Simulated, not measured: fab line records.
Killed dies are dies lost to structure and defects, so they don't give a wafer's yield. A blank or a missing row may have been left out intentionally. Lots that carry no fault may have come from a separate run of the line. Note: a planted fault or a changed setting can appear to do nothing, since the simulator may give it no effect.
fab line records | flow nand-harc
record lots=6 | wafers=18 | last-day=33
route steps=1302 shown P_GATE@199 P_CONTACT@217 END@1302
lots untouched by any fault: they come from a run of this same line in which no faults occurred
start-h: the number of hours between the record's first day and the start of the first shown wafer of the lot | wait-h: time in hours since the lot's previous step | " as in the row above | L1.1+2: one row covering several wafers at once | - value missing, or start not given | * or withheld: withheld | < > ~ a bound
route shown NAME@n: NAME is a module with steps in the file, n the number in the route of the first one | usual: mean and standard deviation over wafers with no fault | same: alike in all rows | chamber/n: place in a boat | sites: each site's reading | _std_site: standard deviation of those values | _edge_site: the outer-site mean with the inner-site mean subtracted | radius-mm: how far each site lies from the wafer's centre | mask NAME#n: copy n | behind: the last tool/chamber to shape the wafer | hold: what put the lot on hold/how long, in hours/how the hold closed | device: the transistor (n, p or np) that didn't switch | end of line: at the end of the route, the tests of the same wafers | a step without rows: its recipe alone | killed: dies lost to structure and defects at the first sort, not the wafer's yield | map: a wafer's dies, marking killed ones x, the rest . and places with no die _
set.NAME: the setting as run; set.NAME@STEP: as run at that earlier step | model.NAME: the simulator's own value behind a step, which no gauge read
lots at some steps of the route; a table a step, a row a wafer
services: from which hour (start-h, from the record's first day; less than 0 if before it) a tool's chamber was out of use, for how many hours, and why
## steps
# step NHARC_P_GATE_DEVELOP_90
# recipe time-s=70
# step NHARC_P_GATE_CD_MEAS_91
# recipe target-cd-nm=2000 | landing-energy-ev=500
# usual cd-nm=2000.6/1.6
lot.wafer | tool      | chamber | start-h | wait-h | cd-nm
L199.1    | cd-sem-03 | 0       | 160.54  | -      | 2000.2
L199.4    | "         | 0       | "       | "      | 2000.0
L199.5    | "         | 0       | "       | "      | 2000.1
L201.1    | cd-sem-02 | 0       | 179.19  | -      | 1999.8
L201.2    | "         | 0       | "       | "      | 2001.9
L201.4    | "         | 0       | "       | "      | 2002.8
L205.3    | cd-sem-03 | 0       | 223.46  | -      | 1999.9
L205.4    | "         | 0       | "       | "      | 2001.1
L205.5    | "         | 0       | "       | "      | 2001.6
L207.2    | cd-sem-01 | 0       | 242.96  | -      | 2001.8
L207.3    | "         | 0       | "       | "      | 1999.8
L207.5    | "         | 0       | "       | "      | 2000.4
L215.1    | cd-sem-02 | 0       | 341.58  | -      | 1998.4
L215.2    | "         | 0       | "       | "      | 1999.1
L215.3    | "         | 0       | "       | "      | 2002.2
L216.1    | cd-sem-03 | 0       | 343.34  | -      | 2000.3
L216.4    | "         | 0       | "       | "      | 2000.4
L216.6    | "         | 0       | "       | "      | 2001.2
# step NHARC_P_GATE_HARDBAKE_92
# recipe temp-c=125 | time-s=80
# step NHARC_P_GATE_DESCUM_93
# recipe time-s=3 | o2-flow-sccm=200 | ar-flow-sccm=0 | bias-power-w=0 | chemistry=O2
# step NHARC_P_GATE_IMPLANT_94
# recipe energy-kev=60 | dose-cm2=2e+15 | tilt-deg=7
# step NHARC_P_GATE_STRIP_113
# recipe power-w=1500 | temp-c=110 | time-s=740 | chemistry=N2/H2
# step NHARC_P_GATE_STRIP_95
# recipe power-w=1500 | temp-c=250 | chemistry=O2
# step NHARC_P_GATE_STRIP_96
# recipe time-s=900 | temp-c=130 | chemistry=SPM
# step NHARC_P_GATE_RTA_64
# recipe temp-c=1050 | time-s=1
# step NHARC_P_GATE_ETCH_77
# recipe target-depth-a=60 | chemistry=dHF | material=SiO2
# step NHARC_P_GATE_DEGAS_109
# recipe temp-c=300 | time-s=60
# usual heater-power-w=463/52
lot.wafer | tool           | chamber | start-h | wait-h | heater-power-w
L199.4    | pvd-sputter-02 | -       | 162.66  | 0.1    | 544
L199.1    | "              | -       | "       | "      | 406
L199.5    | "              | -       | "       | "      | 403
L201.1    | pvd-sputter-01 | -       | 181.31  | 0.1    | 438
L201.4    | "              | -       | "       | "      | 497
L201.2    | "              | -       | "       | "      | 560
L205.4    | pvd-sputter-03 | -       | 225.56  | 0.1    | 441
L205.3    | "              | -       | "       | "      | 522
L205.5    | "              | -       | "       | "      | 390
L207.3    | pvd-sputter-03 | -       | 245.08  | 0.1    | 417
L207.2    | "              | -       | "       | "      | 445
L207.5    | "              | -       | "       | "      | 511
L215.2    | pvd-sputter-03 | -       | 343.69  | 0.1    | 407
L215.3    | "              | -       | "       | "      | 456
L215.1    | "              | -       | "       | "      | 418
L216.1    | pvd-sputter-01 | -       | 352.82  | 0.1    | 519
L216.4    | "              | -       | "       | "      | 484
L216.6    | "              | -       | "       | "      | 503
# step NHARC_P_GATE_PRE_CLEAN_110
# recipe time-s=30 | bias-v=200 | gas=Ar
# step NHARC_P_GATE_SPUTTER_78
# recipe target-thk-a=100 | material=Ni
lot.wafer  | tool           | chamber | start-h | wait-h
L199.4+1+5 | pvd-sputter-02 | -       | 162.77  | -
L201.2+1+4 | pvd-sputter-01 | -       | 181.41  | -
L205.3+4+5 | pvd-sputter-03 | -       | 225.65  | -
L205.3+4+5 | pvd-sputter-03 | -       | 225.88  | -
L207.2+3+5 | pvd-sputter-03 | -       | 245.18  | -
L215.1+2+3 | pvd-sputter-03 | -       | 343.79  | -
L215.1+2+3 | pvd-sputter-03 | -       | 344.02  | -
L216.4+1+6 | pvd-sputter-01 | -       | 352.92  | -
# step NHARC_P_GATE_SPUTTER_79
# recipe target-thk-a=100 | material=TiN
# step NHARC_P_GATE_RTA_80
# recipe temp-c=300 | time-s=30
# usual lamp-power-pct=2.05/0.098 | lamp_zone_6_pct=2.03/0.097 | wafer_temp_C_max=301.2/0.47
lot.wafer | tool          | chamber | start-h | wait-h | lamp-power-pct | lamp_zone_6_pct | wafer_temp_C_max
L199.1    | rtp-anneal-01 | 0       | 162.96  | -      | 2.16           | 2.14            | 301.4
L199.4    | "             | 0       | "       | "      | 2.16           | 2.13            | 301.8
L199.5    | "             | 0       | "       | "      | 2.16           | 2.14            | 301.4
L201.1    | rtp-anneal-02 | 0       | 181.60  | -      | 1.94           | 1.93            | 300.8
L201.2    | "             | 0       | "       | "      | 1.95           | 1.93            | 300.8
L201.4    | "             | 0       | "       | "      | 1.94           | 1.92            | 300.9
L205.3    | rtp-anneal-01 | 0       | 226.50  | -      | 2.14           | 2.12            | 302.1
L205.4    | "             | 0       | "       | "      | 2.14           | 2.12            | 301.4
L205.5    | "             | 0       | "       | "      | 2.14           | 2.12            | 301.4
L207.2    | rtp-anneal-02 | 0       | 245.41  | -      | 1.95           | 1.93            | 301.0
L207.3    | "             | 0       | "       | "      | 1.95           | 1.93            | 300.9
L207.5    | "             | 0       | "       | "      | 1.95           | 1.93            | 300.9
L215.1    | rtp-anneal-01 | 0       | 344.24  | -      | 2.14           | 2.12            | 301.4
L215.2    | "             | 0       | "       | "      | 2.14           | 2.12            | 301.9
L215.3    | "             | 0       | "       | "      | 2.14           | 2.12            | 302.0
L216.1    | rtp-anneal-01 | 0       | 353.11  | -      | 2.14           | 2.12            | 301.7
L216.4    | "             | 0       | "       | "      | 2.14           | 2.12            | 301.6
L216.6    | "             | 0       | "       | "      | 2.14           | 2.12            | 301.4
# step NHARC_P_GATE_STRIP_67
# recipe time-s=600 | temp-c=130 | chemistry=SPM
# step NHARC_P_GATE_RTA_82
# recipe temp-c=450 | time-s=30
# usual lamp-power-pct=4.03/0.19 | lamp_zone_6_pct=4.00/0.19 | wafer_temp_C_max=451.8/0.68
lot.wafer | tool          | chamber | start-h | wait-h | lamp-power-pct | lamp_zone_6_pct | wafer_temp_C_max
L199.1    | rtp-anneal-02 | 0       | 163.41  | -      | 3.83           | 3.79            | 451.8
L199.4    | "             | 0       | "       | "      | 3.82           | 3.79            | 451.3
L199.5    | "             | 0       | "       | "      | 3.82           | 3.79            | 450.8
L201.1    | rtp-anneal-01 | 0       | 182.06  | -      | 4.21           | 4.18            | 452.3
L201.2    | "             | 0       | "       | "      | 4.21           | 4.18            | 452.7
L201.4    | "             | 0       | "       | "      | 4.22           | 4.18            | 452.4
L205.3    | rtp-anneal-02 | 0       | 226.96  | -      | 3.82           | 3.80            | 451.2
L205.4    | "             | 0       | "       | "      | 3.83           | 3.80            | 451.5
L205.5    | "             | 0       | "       | "      | 3.83           | 3.79            | 451.4
L207.2    | rtp-anneal-01 | 0       | 245.87  | -      | 4.22           | 4.18            | 451.1
L207.3    | "             | 0       | "       | "      | 4.21           | 4.18            | 451.6
L207.5    | "             | 0       | "       | "      | 4.22           | 4.17            | 451.9
L215.1    | rtp-anneal-02 | 0       | 344.70  | -      | 3.82           | 3.80            | 451.5
L215.2    | "             | 0       | "       | "      | 3.82           | 3.79            | 451.5
L215.3    | "             | 0       | "       | "      | 3.82           | 3.79            | 451.2
L216.1    | rtp-anneal-02 | 0       | 353.57  | -      | 3.82           | 3.79            | 451.1
L216.4    | "             | 0       | "       | "      | 3.83           | 3.80            | 450.8
L216.6    | "             | 0       | "       | "      | 3.83           | 3.80            | 451.4
# step NHARC_P_GATE_INSPECT_68
# usual raw-defect-count=217/91
lot.wafer | tool              | chamber | start-h | wait-h | raw-defect-count
L199.1    | defect-inspect-01 | -       | 163.61  | 0.2    | 360
L199.4    | "                 | -       | "       | "      | 196
L199.5    | "                 | -       | "       | "      | 185
L201.1    | defect-inspect-02 | -       | 182.26  | 0.2    | 204
L201.2    | "                 | -       | "       | "      | 203
L201.4    | "                 | -       | "       | "      | 169
L205.3    | defect-inspect-02 | -       | 227.11  | 0.1    | 170
L205.4    | "                 | -       | "       | "      | 225
L205.5    | "                 | -       | "       | "      | 140
L207.2    | defect-inspect-02 | -       | 246.04  | 0.1    | 259
L207.3    | "                 | -       | "       | "      | 137
L207.5    | "                 | -       | "       | "      | 211
L215.1    | defect-inspect-01 | -       | 344.90  | 0.2    | 309
L215.2    | "                 | -       | "       | "      | 146
L215.3    | "                 | -       | "       | "      | 231
L216.1    | defect-inspect-02 | -       | 353.77  | 0.2    | 301
L216.4    | "                 | -       | "       | "      | 219
L216.6    | "                 | -       | "       | "      | 157
# step NHARC_P_CONTACT_DEP_30
# recipe target-thk-a=300 | temp-c=400 | target-thk-nm=30 | flow-sccm=200 | rf-w=450 | material=SiNx
# step NHARC_P_CONTACT_DEP_00
# recipe target-thk-a=5000 | temp-c=400 | pressure-torr=6.5 | rf-w=900 | teos-flow-sccm=161.4 | flow-sccm=2650 | target-thk-nm=500 | gas=O2 | material=SiO2
# step NHARC_P_CONTACT_CMP_01
# recipe target-thk-nm=200 | material=SiO2
# usual motor-current-A=11.8/1.1
lot.wafer | tool   | chamber | start-h | wait-h | motor-current-A
L199.4    | cmp-01 | 2       | 164.42  | -      | 12.5
L199.1    | "      | 3       | "       | "      | 13.1
L199.5    | "      | 2       | "       | "      | 12.6
L201.4    | cmp-01 | 2       | 183.04  | -      | 12.9
L201.1    | "      | 3       | "       | "      | 13.9
L201.2    | "      | 0       | "       | "      | 11.2
L205.4    | cmp-02 | 1       | 228.31  | -      | 9.9
L205.3    | "      | 0       | "       | "      | 13.1
L205.5    | "      | 2       | "       | "      | 12.7
L207.2    | cmp-02 | 2       | 246.86  | -      | 12.8
L207.3    | "      | 3       | "       | "      | 11.9
L207.5    | "      | 0       | "       | "      | 12.1
L215.1    | cmp-02 | 3       | 346.16  | -      | 12.2
L215.2    | "      | 0       | "       | "      | 12.5
L215.3    | "      | 1       | "       | "      | 9.8
L216.4    | cmp-04 | 3       | 354.79  | 0.4    | 13.2
L216.1    | "      | 2       | "       | "      | 11.2
L216.6    | "      | 3       | "       | "      | 12.7
# step NHARC_P_CONTACT_SRD_03
# step NHARC_P_CONTACT_DEHYDRATE_04
# recipe temp-c=150 | time-s=120
# step NHARC_P_CONTACT_HMDS_05
# recipe time-s=30
# step NHARC_P_CONTACT_COAT_33
# recipe temp-c=260 | time-s=75
# step NHARC_P_CONTACT_COAT_34
# recipe temp-c=225 | time-s=65
# step NHARC_P_CONTACT_COAT_06
# recipe spin-rpm=1500 | resist-thk-nm=90
# step NHARC_P_CONTACT_SOFTBAKE_07
# recipe temp-c=105 | time-s=55
# step NHARC_P_CONTACT_EBR_08
# step NHARC_P_CONTACT_EXPOSE_09
# recipe na=1.35 | target-cd-nm=90 | dose-mj=81.26 | mask-id=P_CA
# step NHARC_P_CONTACT_PEB_10
# recipe peb-temp-c=100 | peb-time-s=65
# step NHARC_P_CONTACT_DEVELOP_11
# recipe develop-time-s=35 | dev-temp-c=23
# step NHARC_P_CONTACT_CD_MEAS_12
# recipe target-cd-nm=90 | landing-energy-ev=500
# usual cd-nm=90.2/0.79
lot.wafer | tool      | chamber | start-h | wait-h | cd-nm
L199.1    | cd-sem-03 | 0       | 165.09  | -      | 89.8
L199.4    | "         | 0       | "       | "      | 90.2
L199.5    | "         | 0       | "       | "      | 89.6
L201.1    | cd-sem-03 | 0       | 183.86  | -      | 90.8
L201.2    | "         | 0       | "       | "      | 91.0
L201.4    | "         | 0       | "       | "      | 91.6
L205.3    | cd-sem-02 | 0       | 229.02  | -      | 90.6
L205.4    | "         | 0       | "       | "      | 91.7
L205.5    | "         | 0       | "       | "      | 91.2
L207.2    | cd-sem-03 | 0       | 247.64  | -      | 88.7
L207.3    | "         | 0       | "       | "      | 89.1
L207.5    | "         | 0       | "       | "      | 89.7
L215.1    | cd-sem-03 | 0       | 346.86  | -      | 89.7
L215.2    | "         | 0       | "       | "      | 89.3
L215.3    | "         | 0       | "       | "      | 90.2
L216.1    | cd-sem-01 | 0       | 355.62  | -      | 90.9
L216.4    | "         | 0       | "       | "      | 89.9
L216.6    | "         | 0       | "       | "      | 90.4
# step NHARC_P_CONTACT_OVL_MEAS_13
# usual overlay-x-nm=0.3/0.81 | overlay-y-nm=0.0/0.75
lot.wafer | tool       | chamber | start-h | wait-h | overlay-x-nm | overlay-y-nm
L199.1    | overlay-01 | -       | 165.18  | -      | -0.2         | 0.7
L199.4    | "          | -       | "       | "      | -0.3         | 0.7
L199.5    | "          | -       | "       | "      | -0.2         | 0.7
L201.1    | overlay-02 | -       | 183.95  | -      | 1.6          | -0.6
L201.2    | "          | -       | "       | "      | 1.9          | -0.7
L201.4    | "          | -       | "       | "      | 1.3          | -1.0
L205.3    | overlay-02 | -       | 229.10  | -      | 0.7          | 0.2
L205.4    | "          | -       | "       | "      | 0.7          | -0.2
L205.5    | "          | -       | "       | "      | 0.7          | -0.6
L207.2    | overlay-01 | -       | 247.73  | -      | 0.3          | 0.2
L207.3    | "          | -       | "       | "      | 0.5          | 0.1
L207.5    | "          | -       | "       | "      | 1.0          | 0.1
L215.1    | overlay-01 | -       | 346.95  | -      | 0.5          | 0.3
L215.2    | "          | -       | "       | "      | 0.2          | 0.1
L215.3    | "          | -       | "       | "      | 0.3          | 0.4
L216.1    | overlay-02 | -       | 355.71  | -      | 0.2          | -0.3
L216.4    | "          | -       | "       | "      | -0.3         | -0.2
L216.6    | "          | -       | "       | "      | -0.7         | 0.4
# step NHARC_P_CONTACT_INSPECT_14
# usual raw-defect-count=4.3/2.6
lot.wafer | tool              | chamber | start-h | wait-h | raw-defect-count
L199.1    | defect-inspect-02 | -       | 165.22  | 0.0    | 7
L199.4    | "                 | -       | "       | "      | 4
L199.5    | "                 | -       | "       | "      | 6
L201.1    | defect-inspect-01 | -       | 183.99  | 0.0    | 4
L201.2    | "                 | -       | "       | "      | 6
L201.4    | "                 | -       | "       | "      | 2
L205.3    | defect-inspect-02 | -       | 229.14  | 0.0    | 4
L205.4    | "                 | -       | "       | "      | 3
L205.5    | "                 | -       | "       | "      | 5
L207.2    | defect-inspect-01 | -       | 247.77  | 0.0    | 8
L207.3    | "                 | -       | "       | "      | 13
L207.5    | "                 | -       | "       | "      | 10
L215.1    | defect-inspect-02 | -       | 346.99  | 0.0    | 2
L215.2    | "                 | -       | "       | "      | 7
L215.3    | "                 | -       | "       | "      | 5
L216.1    | defect-inspect-02 | -       | 355.75  | 0.0    | 5
L216.4    | "                 | -       | "       | "      | 1
L216.6    | "                 | -       | "       | "      | 8
# step NHARC_P_CONTACT_DESCUM_17
# recipe time-s=3 | o2-flow-sccm=200 | ar-flow-sccm=0 | bias-power-w=0 | chemistry=O2
# step NHARC_P_CONTACT_ETCH_35
# recipe target-depth-a=390 | over-etch-frac=0.3 | time-s=65 | ion-energy-ev=80 | cf4-flow-sccm=150 | ar-flow-sccm=0 | rf-w=300 | bias-w=100 | chemistry=CF4
# step NHARC_P_CONTACT_ETCH_36
# recipe target-depth-a=2600 | over-etch-frac=0.25 | time-s=406.25 | ion-energy-ev=200 | n2-flow-sccm=150 | h2-flow-sccm=150 | ar-flow-sccm=0 | rf-w=400 | bias-w=150 | chemistry=N2/H2
# step NHARC_P_CONTACT_ETCH_18
# recipe target-depth-a=4810 | time-s=240.5 | c4f8-flow-sccm=20 | o2-flow-sccm=10 | ar-flow-sccm=withheld | rf-w=600 | bias-w=1500 | chemistry=C4F8/O2/Ar
# usual oes-product-au=0.957/0.019 | rf-vpp-V=977/6
lot.wafer | tool        | chamber | start-h | wait-h | oes-product-au | rf-hours-counter-h | rf-vpp-V
L199.1    | rie-diel-09 | 3       | -       | -      | 0.971          | 0.3                | 972
L199.4    | "           | 0       | "       | "      | 0.965          | 0.4                | 986
L199.5    | "           | 0       | "       | "      | 0.966          | -                  | 987
L201.2    | rie-diel-08 | 3       | -       | -      | 0.958          | 9.2                | 984
L201.4    | "           | 0       | "       | "      | 0.980          | 9.1                | 980
L201.1    | "           | 1       | "       | "      | 0.969          | 7.8                | 986
L205.3    | rie-diel-08 | 1       | -       | -      | 0.942          | 2.1                | 987
L205.4    | "           | 2       | "       | "      | 0.942          | 2.0                | 972
L205.5    | "           | 1       | "       | "      | 0.943          | -                  | 985
L207.3    | rie-diel-08 | 2       | -       | -      | 0.961          | 3.2                | 971
L207.2    | "           | 3       | "       | "      | 0.948          | 2.8                | 984
L207.5    | "           | 2       | "       | "      | 0.961          | -                  | 971
L215.1    | rie-diel-08 | 2       | -       | -      | 0.919          | 9.3                | 971
L215.3    | "           | 3       | "       | "      | 0.924          | 7.2                | 983
L215.2    | "           | 0       | "       | "      | 0.932          | 9.6                | 980
L216.1    | rie-diel-09 | 0       | -       | -      | 0.910          | 0.7                | 986
L216.4    | "           | 0       | "       | "      | 0.913          | -                  | 986
L216.6    | "           | 3       | "       | "      | 0.923          | -                  | 973
# step NHARC_P_CONTACT_STRIP_37
# recipe c4f8-flow-sccm=withheld | o2-flow-sccm=8 | ar-flow-sccm=withheld | bias-w=0 | chemistry=C4F8/O2/Ar
# step NHARC_P_CONTACT_ETCH_31
# recipe target-depth-a=300 | time-s=85.7 | ion-energy-ev=120 | over-etch-frac=1 | ch3f-flow-sccm=50 | o2-flow-sccm=30 | ar-flow-sccm=200 | rf-w=500 | bias-w=100 | chemistry=CH3F/O2
# step NHARC_END_SORT_01
# recipe temp-c=25
# usual killed-at-array=52/18 | killed-at-other=1.2/1.5 | killed-at-periphery=4/3.2 | killed-dies=57/17 | killed-open=3.1/1.9 | killed-short=2.5/1.7
# same gross-dies=677
lot.wafer | tool      | chamber | start-h | wait-h | killed-at-array | killed-at-other | killed-at-periphery | killed-dies | killed-open | killed-short
L207.2    | prober-01 | 0       | 686.31  | 2.8    | 28              | 0               | 13                  | 41          | 2           | 2
L207.3    | prober-01 | 0       | 687.11  | 3.1    | 23              | 0               | 14                  | 37          | 2           | 3
L207.5    | prober-01 | 0       | 688.72  | 3.7    | 27              | 1               | 13                  | 41          | 3           | 2
# killed by level:class
L207.2 A_CHANNEL_HOLE_D1:chamber-film-flake=10 P_GATE:chamber-film-flake=4 P_M0:chamber-film-flake=4 A_WL_FILL:chamber-film-flake=4 A_SLIT:chamber-film-flake=3 P_BONDPAD:chamber-film-flake=3 A_DECK1_JOINT:chamber-film-flake=3 A_CONTACT:chamber-film-flake=2
L207.3 A_CHANNEL_HOLE_D1:chamber-film-flake=9 P_ZERO_WELL:chamber-film-flake=3 P_GATE:chamber-film-flake=3 P_M0:chamber-film-flake=3 A_SLIT:chamber-film-flake=3 A_CONTACT:chamber-film-flake=3 P_BONDPAD:chamber-film-flake=2 A_DECK1_JOINT:chamber-film-flake=2
L207.5 A_CHANNEL_HOLE_D1:chamber-film-flake=12 P_STI:chamber-film-flake=4 P_BONDPAD:chamber-film-flake=4 A_SLIT:chamber-film-flake=4 P_GATE:chamber-film-flake=3 A_CONTACT:chamber-film-flake=3 A_M0:geometric-particle:open=2 P_M0:chamber-film-flake=2
## services
tool           | chamber | start-h | hours | kind
rie-diel-09    | -       | 143.10  | 9.0   | pm
pvd-sputter-03 | -       | 152.15  | 6.9   | repair
rie-diel-09    | -       | 155.61  | 1.0   | repair
cmp-02         | -       | 158.13  | 0.4   | repair
pvd-sputter-02 | -       | 160.38  | 1.7   | repair
pvd-sputter-03 | -       | 171.58  | 10.0  | pm
pvd-sputter-01 | -       | 175.32  | 3.9   | repair
cmp-01         | -       | 185.50  | 4.0   | pm
rie-diel-08    | -       | 190.94  | 9.0   | pm
rie-diel-09    | 1       | 198.21  | 2.8   | repair
rie-diel-09    | -       | 201.55  | 0.5   | repair
rie-diel-09    | 0       | 203.44  | 6.9   | repair
pvd-sputter-01 | -       | 208.35  | 10.5  | repair
pvd-sputter-01 | -       | 226.00  | 10.0  | pm
cmp-02         | -       | 232.50  | 4.0   | pm
rie-diel-08    | 3       | 237.34  | 8.9   | repair
pvd-sputter-01 | -       | 248.13  | 2.1   | repair
rie-diel-08    | 3       | 250.95  | 9.5   | repair
rie-diel-08    | 0       | 259.11  | 1.2   | repair
pvd-sputter-01 | -       | 280.54  | 0.9   | repair
rie-diel-08    | 3       | 330.01  | 16.1  | repair
cmp-02         | -       | 330.50  | 4.0   | pm
pvd-sputter-01 | -       | 330.87  | 9.8   | repair
pvd-sputter-03 | -       | 349.58  | 10.0  | pm
## key
first-sign step=NHARC_P_GATE_SPUTTER_78 | reading=visit | direction=added
effect none on later readings
met-at NHARC_P_GATE_SPUTTER_78
struck-wafers L205.3,L205.4,L205.5,L215.1,L215.2,L215.3
scrapped-behind NHARC_A_ZERO_WELL_INSPECT_17 L205.3,L205.4,L205.5
tester-left-out L215
fault kind=repeated-step-whole | tool=pvd-sputter-01,pvd-sputter-02,pvd-sputter-03 | chamber=- | onset-h=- | steps=NHARC_P_GATE_SPUTTER_78 | times=1 | scope=struck-lots-only
# tester-left-out: of these lots the tester's yield and bins aren't shown, on N5 and GAA mostly nor the transistor test; their killed dies are dies lost to structure and defects alone, not to doping, threshold or leakage, so they don't give the yield
